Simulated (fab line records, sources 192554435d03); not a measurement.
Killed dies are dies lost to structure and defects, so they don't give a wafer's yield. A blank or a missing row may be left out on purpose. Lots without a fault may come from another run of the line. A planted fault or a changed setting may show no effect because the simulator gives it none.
A struck lot beside a sound one | flow n5_finfet | 15 steps out of a route of 1938
Sound: wafers L951.1, L951.2, L951.5. Struck: wafer L968.1. (L968.3, L968.4 of the same lot were not struck and are left out.) The cause comes at the end.
At each step with rows: each side's tool, then ch and its chambers, then its first start. Under that, the readings that differ: sound wafers | struck wafers | difference of the means | sigmas: that difference in standard deviations of wafers without a fault.
alike: readings whose means differ by less than 2 such deviations, and words and numbers that are the same on both sides. not compared: withheld readings, readings that some wafer has no value for, bounds like >300 that may hide the same value, and numbers for which the record gives no deviation and whose values overlap.
The two part at a step that has a row with sigmas, a row that says differs or no value, or rows on one side only. Numbers that don't overlap but have no deviation are shown without sigmas and don't part them. A reading that every wafer of one side lacks parts them only if that side has two wafers or more.

N5_MOL_CONTACT_COAG_CD_MEAS_08: target cd 28 nm.
  sound on cd_sem-02 ch 0, day 5 03:14; struck on cd_sem-02 ch 0, day 9 06:02
  alike: cd_nm
N5_MOL_CONTACT_COAG_OVL_MEAS_09:
  sound on overlay-01 ch 0, day 5 03:16; struck on overlay-02 ch 0, day 9 06:04
  alike: CA_OVL
N5_MOL_CONTACT_COAG_INSPECT_10: inspects for defects (brightfield).
  sound on defect_inspect-01, day 5 03:20; struck on defect_inspect-02, day 9 06:07
  alike: raw_defect_count
then, 1 step without rows for these wafers: N5_MOL_CONTACT_COAG_DESCUM_13 (chemistry O2, time 7 s).
N5_MOL_CONTACT_COAG_ETCH_59: etches underlayer in N2/H2, target depth 13 nm, time 10.4 s.
  sound on rie_diel-03 ch 1,2,3, day 5 03:24; struck on rie_diel-03 ch 2, day 9 06:11
  alike: drypump_motor_current_A, etch_rf_on_time_s, oes_product_au, rf_vpp_V, showerhead_plenum_p_Torr, throttle_valve_pct
  not compared: rf_hours_counter_h
N5_MOL_CONTACT_COAG_ETCH_105: etches SiARC in CF4, target depth 15.6 nm, time 26 s.
  sound on rie_diel-03 ch 1,2,3, day 5 03:25; struck on rie_diel-03 ch 2, day 9 06:12
  alike: drypump_motor_current_A, etch_rf_on_time_s, oes_product_au, rf_vpp_V, showerhead_plenum_p_Torr, throttle_valve_pct
  not compared: rf_hours_counter_h
N5_MOL_CONTACT_COAG_ETCH_106: etches SOC in N2/H2, target depth 80 nm, overetch 16 nm, time 120 s.
  sound on rie_diel-03 ch 1,2,3, day 5 03:27; struck on rie_diel-03 ch 2, day 9 06:14
  alike: drypump_motor_current_A, oes_product_au, rf_vpp_V, showerhead_plenum_p_Torr, throttle_valve_pct
  not compared: rf_hours_counter_h
then, 4 steps without rows for these wafers: N5_MOL_CONTACT_COAG_STRIP_107 (strips in N2/H2); N5_MOL_CONTACT_COAG_STRIP_108 (strips in N2/H2); N5_MOL_CONTACT_COAG_CONTACT_ETCH_14 (etches SiO2 in C4F6/O2, target depth 27.5 nm, overetch 8.5 nm, time 20 s); N5_MOL_CONTACT_COAG_STRIP_109 (strips in C4F6/O2).
N5_MOL_CONTACT_COAG_ETCH_15: etches SiNx in CH3F/O2, stops on Si:P, target depth 7 nm.
  sound on rie_diel-03 ch 1,2,3, day 5 03:35; struck on rie_diel-03 ch 2, day 9 06:22
  alike: drypump_motor_current_A, oes_product_au, rf_vpp_V, showerhead_plenum_p_Torr, throttle_valve_pct
  not compared: rf_hours_counter_h
N5_MOL_CONTACT_COAG_ETCH_110: etches Si in CF4/O2, target depth 2.5 nm, time 8 s.
  sound on rie_diel-03 ch 1,2,3, day 5 03:38; struck on rie_diel-03 ch 2, day 9 06:26
  reading                                            | sound             | struck | difference | sigmas
  model.etch.depth_nm (nm)                           | 2.516 2.588 2.667 | 3.86   | +1.27      |
  model.SiGe-B_of_SD_EPI_P_EPI_21.thk_nm (nm)        | 57.6 57.4 57.2    | 56.8   | -0.6       |
  model.SOC_of_MOL_CONTACT_COAG_COAT_103.thk_nm (nm) | 73.6 73.4 73.6    | 72.8   | -0.7       |
  alike: drypump_motor_current_A, oes_product_au, rf_vpp_V, showerhead_plenum_p_Torr, throttle_valve_pct
  not compared: rf_hours_counter_h
N5_MOL_CONTACT_COAG_STRIP_98: strips in N2/H2.
  sound on rie_diel-03 ch 1,2,3, day 5 03:41; struck on rie_diel-03 ch 2, day 9 06:29
  alike: drypump_motor_current_A, oes_product_au, rf_vpp_V, showerhead_plenum_p_Torr, throttle_valve_pct
  not compared: rf_hours_counter_h
-- the record jumps here: 4 days lie between the struck wafers' starts before and after (it left off in module MOL_CONTACT_COAG and takes up again in module BEOL_M4, whose first step shown is number 1111 of the route) --
N5_BEOL_M4_RC_MEAS_101:
  sound on prober-02 ch 0, day 8 15:35; struck on prober-01 ch 0, day 12 19:35
  alike: DIBL_N, DIBL_P, IOFF_N, IOFF_P, ION_N, ION_P, SS_N, SS_P, VT_N, VT_P

WHERE THEY PART
Nowhere in this record.

WHY: what the simulator had put in
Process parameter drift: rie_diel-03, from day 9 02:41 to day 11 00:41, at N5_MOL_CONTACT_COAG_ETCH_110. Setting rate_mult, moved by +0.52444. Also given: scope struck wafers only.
